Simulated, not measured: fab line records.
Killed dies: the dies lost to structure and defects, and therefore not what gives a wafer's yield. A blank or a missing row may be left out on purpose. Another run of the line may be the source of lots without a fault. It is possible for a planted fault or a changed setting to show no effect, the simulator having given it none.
The tool behind it: which one? + flow n5-finfet + 22 lots with 66 wafers sampled at 3 steps, on a route of 1938 steps

== WHAT THE GAUGES SHOWED, per wafer ==
N5_BEOL_M0_SAQP_OVL_MEAS_15. Usual: M0_CORE_OVL gives -0.2 nm (standard deviation 0.79).
| lot  | measured     | on         | M0_CORE_OVL (nm) | flag |
|------|--------------|------------|------------------|------|
| L074 | day 5 16:55  | overlay-01 | -0.9 -0.5 -0.3   |      |
| L075 | day 5 22:33  | overlay-01 | -0.8 -1.1 -1.8   |      |
| L076 | day 6 01:10  | overlay-02 | 0.7 -0.7 -0.6    |      |
| L077 | day 6 04:34  | overlay-01 | 0.4 -0.3 0.4     |      |
| L078 | day 6 08:34  | overlay-01 | 0.7 1.7 0.3      |      |
| L079 | day 6 16:40  | overlay-02 | 0.4 1.7 1.1      |      |
| L080 | day 6 20:05  | overlay-01 | -1.5 -0.9 -1.1   |      |
| L082 | day 7 13:21  | overlay-02 | -1.1 -0.5 -0.8   |      |
| L083 | day 7 16:42  | overlay-02 | -0.4 -1.9 -0.1   |      |
| L084 | day 8 07:32  | overlay-02 | -0.2 -0.1 0.4    |      |
| L085 | day 8 08:32  | overlay-01 | -0.2 -0.7 0.5    |      |
| L086 | day 8 20:52  | overlay-01 | 1.8 0.4 0.3      |      |
| L087 | day 9 01:08  | overlay-02 | 0.4 -0.7 0.1     |      |
| L088 | day 9 02:03  | overlay-02 | 0.2 1.0 0.1      |      |
| L089 | day 9 06:15  | overlay-01 | 0.2 -1.0 -0.5    |      |
| L091 | day 9 17:58  | overlay-02 | 1.2 0.2 0.7      |      |
| L092 | day 10 02:29 | overlay-02 | -0.3 -0.3 -0.4   |      |
| L093 | day 10 06:29 | overlay-01 | -0.1 0.1 0.6     |      |
| L094 | day 10 13:42 | overlay-02 | -0.7 -0.5 -0.5   |      |
| L095 | day 10 16:52 | overlay-01 | -0.7 0.1 -1.2    |      |
| L096 | day 11 03:53 | overlay-01 | 0.6 0.1 -0.2     |      |
| L097 | day 11 06:34 | overlay-02 | -1.0 -0.5 0.2    |      |

== TOOL THAT RAN EACH LOT (tool first, then ch and the chambers of the sampled wafers, then the start) ==
| lot  | N5_MOL_CONTACT_COAG_DESCUM_45      | N5_BEOL_M0_SAQP_PECVD_96        |
|------|------------------------------------|---------------------------------|
| L074 | rie-diel-04 ch 0,2,3, day 5 09:23  | pecvd-02 ch 0,1, day 5 16:09    |
| L075 | rie-diel-05 ch 0,1,3, day 5 15:29  | pecvd-01 ch 0,1,2, day 5 21:57  |
| L076 | rie-diel-04 ch 0,2,3, day 5 16:34  | pecvd-01 ch 0,1, day 6 00:27    |
| L077 | rie-diel-06 ch 1,3, day 5 21:52    | pecvd-02 ch 0,1, day 6 03:52    |
| L078 | rie-diel-05 ch 1,2,3, day 6 02:33  | pecvd-02 ch 1,2, day 6 07:52    |
| L079 | rie-diel-06 ch 2,3, day 6 09:25    | pecvd-04 ch 0,1,2, day 6 16:05  |
| L080 | rie-diel-06 ch 0,2,3, day 6 13:28  | pecvd-01 ch 0,1,2, day 6 19:31  |
| L082 | rie-diel-06 ch 1,3, day 7 06:59    | pecvd-02 ch 0,2, day 7 12:39    |
| L083 | rie-diel-05 ch 1,3, day 7 10:26    | pecvd-04 ch 1,2, day 7 16:00    |
| L084 | rie-diel-05 ch 0,3, day 7 20:59    | pecvd-04 ch 0,1, day 8 06:50    |
| L085 | rie-diel-06 ch 1,2,3, day 7 21:47  | pecvd-04 ch 0,2, day 8 07:50    |
| L086 | rie-diel-06 ch 2,3, day 8 11:44    | pecvd-02 ch 0,2, day 8 20:10    |
| L087 | rie-diel-04 ch 1,2,3, day 8 15:34  | pecvd-01 ch 0,1,2, day 9 00:26  |
| L088 | rie-diel-04 ch 0,2,3, day 8 18:53  | pecvd-04 ch 0,1, day 9 01:22    |
| L089 | rie-diel-06 ch 0,1, day 8 21:00    | pecvd-04 ch 0,2, day 9 05:33    |
| L091 | rie-diel-04 ch 0,1,2, day 9 10:08  | pecvd-01 ch 0,1,2, day 9 17:22  |
| L092 | rie-diel-04 ch 1,2,3, day 9 19:31  | pecvd-01 ch 0,1,2, day 10 01:47 |
| L093 | rie-diel-06 ch 1,2,3, day 10 00:44 | pecvd-02 ch 0,1,2, day 10 05:56 |
| L094 | rie-diel-04 ch 0,2,3, day 10 06:49 | pecvd-02 ch 0,1, day 10 12:59   |
| L095 | rie-diel-04 ch 1,2,3, day 10 08:35 | pecvd-02 ch 0,2, day 10 16:17   |
| L096 | rie-diel-04 ch 0,2, day 10 21:31   | pecvd-01 ch 1,2, day 11 03:11   |
| L097 | rie-diel-05 ch 0,1,2, day 10 22:10 | pecvd-04 ch 0,1, day 11 05:59   |
- N5_MOL_CONTACT_COAG_DESCUM_45: chemistry O2, time 7 s.
- N5_BEOL_M0_SAQP_PECVD_96: deposits a-Si from SiH4/He, target thk 45 nm, time 45.2 s.

== WHAT THE TOOLS THEMSELVES READ (means of the sampled wafers that have a number; where no wafer has one, the mark that the record gives instead) ==
N5_MOL_CONTACT_COAG_DESCUM_45. Usual: drypump-motor-current-A 5.8 A, standard deviation 0.39; oes-product-au 0.81 a.u., standard deviation 0.086; rf-vpp-V 243.4 V, standard deviation 1.5; showerhead-plenum-p-Torr 2.11 Torr, standard deviation 0.073; throttle-valve-pct 20.28 %, standard deviation 0.23.
| lot  | tool        | drypump-motor-current-A (A) | oes-product-au (a.u.) | rf-vpp-V (V) | showerhead-plenum-p-Torr (Torr) | throttle-valve-pct (%) | flag |
|------|-------------|-----------------------------|-----------------------|--------------|---------------------------------|------------------------|------|
| L074 | rie-diel-04 | 5.6                         | 0.81                  | 243.8        | 2.14                            | 20.43                  |      |
| L075 | rie-diel-05 | 5.6                         | 0.71                  | 243.1        | 2.08                            | 20.48                  |      |
| L076 | rie-diel-04 | 5.6                         | 0.81                  | 244.1        | 2.14                            | 20.42                  |      |
| L077 | rie-diel-06 | 6.5                         | 0.83                  | 244.1        | 2.14                            | 20.23                  |      |
| L078 | rie-diel-05 | 5.8                         | 0.81                  | 244.2        | 2.14                            | 20.16                  |      |
| L079 | rie-diel-06 | 6.3                         | 0.72                  | 241.2        | 1.99                            | 20.19                  |      |
| L080 | rie-diel-06 | 6.0                         | 0.73                  | 243.0        | 2.03                            | 20.26                  |      |
| L082 | rie-diel-06 | 6.5                         | 0.74                  | 242.8        | 2.05                            | 20.16                  |      |
| L083 | rie-diel-05 | 5.7                         | 0.73                  | 243.9        | 2.14                            | 20.31                  |      |
| L084 | rie-diel-05 | 5.4                         | 0.83                  | 244.7        | 2.17                            | 20.45                  |      |
| L085 | rie-diel-06 | 6.2                         | 0.77                  | 242.7        | 2.06                            | 20.29                  |      |
| L086 | rie-diel-06 | 6.0                         | 0.74                  | 241.5        | 1.99                            | 20.32                  |      |
| L087 | rie-diel-04 | 5.8                         | 0.88                  | 243.3        | 2.12                            | 20.20                  |      |
| L088 | rie-diel-04 | 5.6                         | 0.88                  | 243.2        | 2.13                            | 20.34                  |      |
| L089 | rie-diel-06 | 6.3                         | 0.82                  | 243.6        | 2.17                            | 20.34                  |      |
| L091 | rie-diel-04 | 5.8                         | 0.83                  | 243.6        | 2.12                            | 20.32                  |      |
| L092 | rie-diel-04 | 5.8                         | 0.86                  | 243.8        | 2.12                            | 20.21                  |      |
| L093 | rie-diel-06 | 6.2                         | 0.77                  | 242.6        | 2.06                            | 20.31                  |      |
| L094 | rie-diel-04 | 5.6                         | 0.85                  | 243.4        | 2.12                            | 20.35                  |      |
| L095 | rie-diel-04 | 5.8                         | 0.85                  | 242.7        | 2.12                            | 20.22                  |      |
| L096 | rie-diel-04 | 5.6                         | 0.84                  | 244.0        | 2.12                            | 20.46                  |      |
| L097 | rie-diel-05 | 5.5                         | 0.82                  | 243.3        | 2.17                            | 20.15                  |      |

N5_BEOL_M0_SAQP_PECVD_96. Usual: heater-power-w 622 W, standard deviation 78; showerhead-plenum-p-Torr 5.67 Torr, standard deviation 0.048; throttle-valve-pct 18.2 %, standard deviation 1.2.
| lot  | tool     | heater-power-w (W) | showerhead-plenum-p-Torr (Torr) | throttle-valve-pct (%) | flag |
|------|----------|--------------------|---------------------------------|------------------------|------|
| L074 | pecvd-02 | 701                | 5.59                            | 19.6                   |      |
| L075 | pecvd-01 | 640                | 5.68                            | 18.2                   |      |
| L076 | pecvd-01 | 588                | 5.67                            | 18.4                   |      |
| L077 | pecvd-02 | 673                | 5.60                            | 19.5                   |      |
| L078 | pecvd-02 | 534                | 5.66                            | 18.4                   |      |
| L079 | pecvd-04 | 615                | 5.71                            | 17.6                   |      |
| L080 | pecvd-01 | 638                | 5.68                            | 18.4                   |      |
| L082 | pecvd-02 | 676                | 5.61                            | 18.8                   |      |
| L083 | pecvd-04 | 598                | 5.68                            | 18.0                   |      |
| L084 | pecvd-04 | 675                | 5.72                            | 17.2                   |      |
| L085 | pecvd-04 | 565                | 5.71                            | 18.4                   |      |
| L086 | pecvd-02 | 583                | 5.66                            | 17.8                   |      |
| L087 | pecvd-01 | 602                | 5.69                            | 18.1                   |      |
| L088 | pecvd-04 | 694                | 5.72                            | 17.4                   |      |
| L089 | pecvd-04 | 655                | 5.71                            | 18.1                   |      |
| L091 | pecvd-01 | 610                | 5.69                            | 18.1                   |      |
| L092 | pecvd-01 | 605                | 5.68                            | 18.2                   |      |
| L093 | pecvd-02 | 622                | 5.63                            | 18.7                   |      |
| L094 | pecvd-02 | 680                | 5.60                            | 19.7                   |      |
| L095 | pecvd-02 | 623                | 5.61                            | 18.8                   |      |
| L096 | pecvd-01 | 560                | 5.68                            | 17.6                   |      |
| L097 | pecvd-04 | 667                | 5.69                            | 16.9                   |      |

== THE ANSWER, worked out from the rows above alone ==
Rule: a lot is off if the mean of its wafers that have a number lies more than 3 standard deviations from the usual mean. Also off: a lot with no number at a reading for which 4 or more lots have one. The other lots that the step has rows for count as sound. First the gauges in route order, then the tools' own readings, where a lot's mean is used as printed above. At the first step where some lot is off, the reading lying furthest off is the one used; lots without a number count as furthest.
Across all readings shown, no lot is off: no conclusion can be drawn from this.

== WHAT THE SIMULATOR HAD PUT IN ==
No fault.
